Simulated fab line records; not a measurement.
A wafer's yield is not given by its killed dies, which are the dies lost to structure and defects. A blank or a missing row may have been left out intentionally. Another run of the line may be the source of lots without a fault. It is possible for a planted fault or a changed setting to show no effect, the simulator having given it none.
Lot-split experiment | flow n5 finfet | 7 lots, 37 wafers read, on a route of 1938 steps

ABOUT THE SPLIT
At N5_BEOL_M8_TRENCH_ETCH_37 (etches SiCOH lowk in C4F6/O2, target depth 93.478 nm, time 31.2 s), the setting time s was moved away from the recipe's 31.2 s on 9 of the 37 wafers read, by -49.9% to -18.7%. For the rest of the wafers, this setting stayed at what the recipe calls for.

FROM THE SPLIT TO THE READING: what the file shows between them, 11 steps
- N5_BEOL_M8_ETCH_41: etches SiCN in CH3F/O2, target depth 31.9 nm, time 57.8 s
- N5_BEOL_M8_STRIP_80: strips in N2/H2, time 10 s
- N5_BEOL_M8_OCD_MEAS_38
- N5_BEOL_M8_HM_STRIP_39: strips TiN in peroxide tin strip, target depth 25 nm, time 158 s
- N5_BEOL_M8_SRD_40: time 30 s
- N5_BEOL_M8_ECD_50: material Cu, target thk 300 nm
- N5_BEOL_M8_ANNEAL_51: time 90 s
- N5_BEOL_M8_CMP_52: polishes, stops on SiCOH lowk, t overpolish 6.9 s, target thk 80 nm
- N5_BEOL_M8_THK_MEAS_53: measures by xrf
- N5_BEOL_M8_PRE_CLEAN_55: time 15 s
- N5_BEOL_M8_DEP_56: deposits SiCN from 3MS/NH3, target thk 10 nm, time 17.5 s

THE READING
At N5_BEOL_M8_RS_MEAS_57, a four-point-probe measurement gives M8_RS in ohm/sq. On this fab line, fault-free wafers typically give 0.289 ohm/sq with a standard deviation of 0.012 ohm/sq.

wafer  | tool, chamber at the split | time s as run, s | against the recipe | M8_RS, ohm/sq | against lot-mates on the recipe
L075.1 | rie diel-06, 1             | 31.2             | recipe             | 0.308         | -
L075.2 | rie diel-06, 2             | 31.2             | recipe             | 0.290         | -
L075.3 | rie diel-06, 0             | 16.27            | -47.9%             | 0.811         | +0.511
L075.4 | rie diel-06, 3             | 16.27            | -47.9%             | 0.783         | +0.483
L075.5 | rie diel-06, 3             | 31.2             | recipe             | 0.303         | -
L075.6 | rie diel-06, 0             | 16.27            | -47.9%             | 0.729         | +0.429
L076.2 | rie diel-05, 2             | 31.2             | recipe             | 0.276         | -
L076.3 | rie diel-05, 0             | 31.2             | recipe             | 0.285         | -
L076.5 | rie diel-05, 0             | 31.2             | recipe             | 0.272         | -
L077.1 | rie diel-06, 2             | 31.2             | recipe             | 0.283         | -
L077.2 | rie diel-06, 3             | 15.64            | -49.9%             | 0.914         | +0.616
L077.3 | rie diel-06, 0             | 15.64            | -49.9%             | 0.737         | +0.439
L077.4 | rie diel-06, 1             | 31.2             | recipe             | 0.310         | -
L077.5 | rie diel-06, 2             | 15.64            | -49.9%             | 0.816         | +0.518
L077.6 | rie diel-06, 3             | 31.2             | recipe             | 0.300         | -
L078.1 | rie diel-05, 1             | 31.2             | recipe             | 0.283         | -
L078.2 | rie diel-05, 2             | 31.2             | recipe             | 0.279         | -
L078.3 | rie diel-05, 3             | 31.2             | recipe             | 0.308         | -
L078.4 | rie diel-05, 0             | 31.2             | recipe             | 0.279         | -
L078.5 | rie diel-05, 3             | 31.2             | recipe             | 0.316         | -
L078.6 | rie diel-05, 2             | 31.2             | recipe             | 0.267         | -
L086.1 | rie diel-05, 2             | 31.2             | recipe             | 0.284         | -
L086.2 | rie diel-05, 3             | 31.2             | recipe             | 0.299         | -
L086.3 | rie diel-05, 1             | 31.2             | recipe             | 0.288         | -
L086.4 | rie diel-05, 0             | 31.2             | recipe             | 0.274         | -
L086.5 | rie diel-05, 0             | 31.2             | recipe             | 0.287         | -
L086.6 | rie diel-05, 3             | 31.2             | recipe             | 0.303         | -
L092.1 | rie diel-05, 2             | 31.2             | recipe             | 0.281         | -
L092.3 | rie diel-05, 1             | 31.2             | recipe             | 0.284         | -
L092.5 | rie diel-05, 2             | 31.2             | recipe             | 0.286         | -
L092.6 | rie diel-05, 1             | 31.2             | recipe             | 0.278         | -
L094.1 | rie diel-06, 2             | 31.2             | recipe             | 0.283         | -
L094.2 | rie diel-06, 1             | 31.2             | recipe             | 0.306         | -
L094.3 | rie diel-06, 0             | 31.2             | recipe             | 0.276         | -
L094.4 | rie diel-06, 2             | 25.36            | -18.7%             | 0.380         | +0.092
L094.5 | rie diel-06, 1             | 25.36            | -18.7%             | 0.383         | +0.095
L094.6 | rie diel-06, 0             | 25.36            | -18.7%             | 0.367         | +0.079

FIT RESULTS
A straight line over all 37 wafers: M8_RS changes by -0.0102 ohm/sq for each +1% of time s; r = -0.98; the points scatter about the line by 0.04 ohm/sq.
The same after taking each lot's own level away (the mean of its wafers on the recipe; 37 wafers): -0.00999 ohm/sq for each +1%; r = -0.98; scatter 0.039 ohm/sq.
Per that fit: largest time s move, reading shift of 0.5 ohm/sq.
The lots' own levels span 0.2777 to 0.3003 ohm/sq, that is 1.9 times the standard deviation above.
So the lot-to-lot level changes the slope little: the two slopes agree.
Check: for one of the wafers moved furthest among these (-49.9%), held out of the fit, the line's prediction against its lot-mates is +0.468 ohm/sq. It came out at +0.616 ohm/sq against them.

THE WHOLE CHAIN: every reading that the file lists as answering this split, in the file's order
step                      | what it does                                                        | reading                                                                      | change (the file's fit)               | r (the file's)
N5_BEOL_M8_TRENCH_ETCH_37 | etches SiCOH lowk in C4F6/O2, target depth 93.478 nm, time 31.2 s   | etch.depth nm (the simulator's own value, which no gauge read)               | +0.899 nm for each +1% of the setting | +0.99
N5_BEOL_M8_TRENCH_ETCH_37 | etches SiCOH lowk in C4F6/O2, target depth 93.478 nm, time 31.2 s   | BEOL_M8.feature depth nm (the simulator's own value, which no gauge read)    | +0.898 nm for each +1% of the setting | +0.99
N5_BEOL_M8_OCD_MEAS_38    |                                                                     | trench depth nm                                                              | +0.904 nm for each +1% of the setting | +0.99
N5_BEOL_M8_CMP_52         | polishes, stops on SiCOH lowk, t overpolish 6.9 s, target thk 80 nm | Cu_of_BEOL_M8_ECD_50.thk nm (the simulator's own value, which no gauge read) | +0.859 nm for each +1% of the setting | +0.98
N5_BEOL_M8_THK_MEAS_53    | measures by xrf                                                     | M8_THK                                                                       | +0.87 for each +1% of the setting     | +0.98
N5_BEOL_M8_RS_MEAS_57     | measures by four-point-probe                                        | M8_RS                                                                        | -0.00985 for each +1% of the setting  | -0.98

THE FILE'S OWN FIT
M8_RS changes by -0.00985 ohm/sq for each +1% of time s, r = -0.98.
